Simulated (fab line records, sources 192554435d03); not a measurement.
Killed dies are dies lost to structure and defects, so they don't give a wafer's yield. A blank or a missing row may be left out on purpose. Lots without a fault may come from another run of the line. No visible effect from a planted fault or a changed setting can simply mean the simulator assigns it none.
fab line records    flow n5Finfet
record: lots: 7  wafers: 39
route steps=1938 shown WELL_APT@32 DUMMY_GATE@243 SD_EPI_N@293 SD_EPI_P@307 MOL_CONTACT_COAG@581 BEOL_M4@1111
startH: hours from the record's first day to the start of the lot's first wafer shown    waitH: hours since the lot's step before    " same as the row above    L1.1+2: a row that stands for several wafers    - no value, or no start given    * or withheld: withheld    < > ~ a bound
route shown NAME@n: names a module that has steps shown in the file, with the first one's number in the route    usual: mean/standard deviation of fault-free wafers    same: alike in all rows    chamber/n: place in a boat    sites: readings site by site    _std_site: the standard deviation of these    _edge_site: mean of outer sites minus mean of inner sites    radiusMm: for every site, how far away it sits from the centre of the wafer    mask NAME#n: copy n    behind: tool/chamber where the wafer was last shaped    hold: why the lot was held/for how many hours/how that ended    device: transistor that didn't switch, given as n, p or np    end of line: the same wafers' tests at the end of the route    a step given without rows: its recipe and nothing more    killed: at the first sort, the dies lost to defects and structure; wafer yield is something else    map: a wafer's dies, x killed, . not, _ none there
set.NAME: the run value of the setting; set.NAME@STEP: its run value at that earlier step    model.NAME: the simulator's own value behind a step, which no gauge read
lots with deliberately changed settings; one table per step, one row per wafer
== steps ==
step: N5_WELL_APT_IMPLANT_14
recipe: species: P  energyKev: 160  doseCm2: 1.5e+13  tiltDeg: 0  rotationDeg: 0
step: N5_DUMMY_GATE_ETCH_31
recipe: chemistry: C4F6/O2  target: SiO2  maskMaterial: SOC  targetDepthA: 825  timeS: 27.5  ionEnergyEv: 250  pressureMtorr: 30  sourceW: 345  biasW: 185  Ar_flow_sccm: 300  C4F6_flow_sccm: 10  O2_flow_sccm: 10
step: N5_SD_EPI_N_LINER_46
recipe: material: SiNx  targetThkA: 30  tempC: 400  aldPrecursorFamily: SiH2I2  aldCoReactant: N2/H2-plasma  pressureTorr: 2
step: N5_SD_EPI_P_ETCH_36
recipe: chemistry: CF4  target: SiARC  targetDepthA: 455  maskMaterial: CAR-ArF-block  timeS: 75.8  ionEnergyEv: 80  pressureMtorr: 40  sourceW: 545  biasW: 36  Ar_flow_sccm: 100  cf4FlowSccm: 100  ends: cleared
step: N5_SD_EPI_P_EPI_21
recipe: material: SiGe:B  dopant: B  tempC: 550  pressureTorr: 20  ambient: H2  timeS: 355
step: N5_MOL_CONTACT_COAG_ETCH_91
recipe: chemistry: N2/H2  target: SOC  targetDepthA: 600  overetchA: 210  maskMaterial: SiARC  tempC: 40  timeS: 101.2  ionEnergyEv: 200  pressureMtorr: 30  sourceW: 840  biasW: 150  n2FlowSccm: 200  h2FlowSccm: 200
step: N5_MOL_CONTACT_COAG_ETCH_124
recipe: chemistry: CH3F/O2  target: SiNx  targetDepthA: 65  maskMaterial: SOC  stopOn: SiOC  overEtchFrac: 0.3  ionEnergyEv: 120  pressureMtorr: 30  sourceW: 395  biasW: 73  Ar_flow_sccm: 150  CH3F_flow_sccm: 30  O2_flow_sccm: 20  ends: endPoint
step: N5_BEOL_M4_RC_MEAS_101
usual: REXT_P: 100.6/1.7  RS_NWELL: 1037/6.2  RS_SD_P: 66.0/1.1
lot.wafer  tool       chamber  startH  waitH  set.energyKev@WELL_APT_IMPLANT_14  set.targetDepthA@DUMMY_GATE_ETCH_31  set.targetThkA@SD_EPI_N_LINER_46  set.biasW@SD_EPI_P_ETCH_36  set.epiGrowthTimeS@SD_EPI_P_EPI_21  set.sourceW@MOL_CONTACT_COAG_ETCH_91  set.sourceW@MOL_CONTACT_COAG_ETCH_124  REXT_P[ohm.um]  RS_NWELL[ohm/sq]  RS_SD_P[ohm/sq]
L075.1     prober-01  0        176.60  0.0    160                                772.1                                26.18                             36                          335.8                               840                                   416.8                                  98.2            1037              68.2
L075.2     "          0        "       "      160                                772.1                                30                                39.16                       355                                 840                                   395                                    100.1           1042              65.9
L075.3     "          0        "       "      160                                772.1                                26.18                             39.16                       355                                 840                                   416.8                                  95.5            1043              66.6
L075.4     "          0        "       "      160                                825                                  30                                39.16                       335.8                               840                                   395                                    103.9           1037              67.7
L075.5     "          0        "       "      160                                825                                  30                                36                          335.8                               840                                   416.8                                  102.6           1047              69.4
L075.6     "          0        "       "      160                                825                                  26.18                             36                          355                                 840                                   395                                    96.0            1038              65.0
L081.1     prober-02  0        203.01  0.0    177.2                              825                                  33.63                             36                          355                                 772.3                                 395                                    106.0           984               68.2
L081.2     "          0        "       "      160                                759.9                                33.63                             29.26                       355                                 840                                   335.5                                  101.0           1043              66.4
L081.3     "          0        "       "      177.2                              759.9                                30                                29.26                       388.7                               772.3                                 335.5                                  96.1            985               62.4
L081.4     "          0        "       "      160                                825                                  33.63                             29.26                       388.7                               772.3                                 395                                    102.6           1030              63.2
L081.5     "          0        "       "      177.2                              759.9                                30                                36                          388.7                               840                                   395                                    96.2            981               63.7
L081.6     "          0        "       "      160                                825                                  30                                36                          355                                 840                                   335.5                                  98.9            1030              66.7
L082.1     prober-02  0        205.25  0.0    176.4                              734.8                                30                                38.04                       355                                 940.2                                 395                                    102.5           981               67.0
L082.2     "          0        "       "      160                                825                                  30                                38.04                       319.7                               840                                   327.2                                  105.2           1040              70.5
L082.3     "          0        "       "      160                                734.8                                30                                38.04                       319.7                               840                                   395                                    103.7           1033              70.4
L082.4     "          0        "       "      176.4                              734.8                                30                                36                          319.7                               940.2                                 327.2                                  105.5           989               70.8
L082.5     "          0        "       "      176.4                              825                                  30                                36                          355                                 840                                   395                                    102.4           987               65.7
L082.6     "          0        "       "      160                                825                                  30                                36                          355                                 940.2                                 327.2                                  102.4           1030              66.3
L083.1     prober-02  0        220.45  0.0    160                                825                                  30                                39.53                       355                                 714.9                                 395                                    101.0           1038              67.0
L083.2     "          0        "       "      160                                910.6                                31.73                             36                          376.3                               840                                   416.2                                  100.2           1051              64.6
L083.3     "          0        "       "      147.6                              910.6                                31.73                             39.53                       355                                 840                                   416.2                                  102.7           1087              66.9
L083.4     "          0        "       "      147.6                              825                                  30                                39.53                       376.3                               840                                   395                                    98.0            1084              65.9
L083.5     "          0        "       "      160                                825                                  31.73                             36                          355                                 714.9                                 395                                    102.1           1044              67.9
L083.6     "          0        "       "      147.6                              910.6                                30                                36                          376.3                               714.9                                 416.2                                  100.0           1084              64.1
L087.2     prober-01  0        244.86  0.2    160                                825                                  30                                36                          355                                 840                                   395                                    101.0           1023              65.2
L087.3     "          0        "       "      160                                825                                  30                                36                          355                                 840                                   395                                    101.1           1025              64.6
L087.4     "          0        "       "      160                                825                                  30                                36                          355                                 840                                   395                                    99.9            1024              65.1
L088.1     prober-01  0        261.27  0.0    160                                825                                  30                                36                          381.1                               972.1                                 446                                    100.4           1042              61.3
L088.2     "          0        "       "      160                                825                                  30                                40.42                       355                                 972.1                                 395                                    101.6           1033              65.9
L088.3     "          0        "       "      160                                879.8                                30                                36                          355                                 840                                   395                                    99.1            1039              65.1
L088.4     "          0        "       "      160                                879.8                                26.6                              40.42                       381.1                               840                                   446                                    95.7            1038              62.1
L088.5     "          0        "       "      160                                825                                  26.6                              36                          381.1                               840                                   395                                    96.8            1049              62.5
L088.6     "          0        "       "      160                                879.8                                26.6                              40.42                       355                                 972.1                                 446                                    97.1            1045              65.2
L090.1     prober-01  0        264.32  0.0    165                                896.6                                27                                36                          355                                 840                                   395                                    96.3            1014              66.4
L090.2     "          0        "       "      160                                896.6                                30                                36                          355                                 702.5                                 442.1                                  102.5           1028              67.1
L090.3     "          0        "       "      165                                825                                  30                                33.64                       355                                 840                                   442.1                                  100.4           1007              66.9
L090.4     "          0        "       "      160                                825                                  30                                33.64                       355                                 840                                   395                                    102.5           1033              67.6
L090.5     "          0        "       "      160                                896.6                                27                                33.64                       355                                 702.5                                 395                                    99.1            1029              67.1
L090.6     "          0        "       "      165                                825                                  27                                36                          355                                 702.5                                 442.1                                  96.5            1019              66.6
== key ==
split: step: N5_WELL_APT_IMPLANT_14  setting: energyKev  statedAs: 160
response: step: N5_BEOL_M4_RC_MEAS_101  reading: RS_NWELL  slope: -4.81  per: 1%  togetherWith: all  explained: 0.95
split: step: N5_DUMMY_GATE_ETCH_31  setting: targetDepthA  statedAs: 825
response none clear
split: step: N5_SD_EPI_N_LINER_46  setting: targetThkA  statedAs: 30
response: step: N5_BEOL_M4_RC_MEAS_101  reading: REXT_P  slope: +0.404  per: 1%  togetherWith: all  explained: 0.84
split: step: N5_SD_EPI_P_ETCH_36  setting: biasW  statedAs: 36
response none clear
split: step: N5_SD_EPI_P_EPI_21  setting: epiGrowthTimeS  statedAs: 355
response: step: N5_BEOL_M4_RC_MEAS_101  reading: RS_SD_P  slope: -0.408  per: 1%  togetherWith: all  explained: 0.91
split: step: N5_MOL_CONTACT_COAG_ETCH_91  setting: sourceW  statedAs: 840
response none clear
split: step: N5_MOL_CONTACT_COAG_ETCH_124  setting: sourceW  statedAs: 395
response none clear
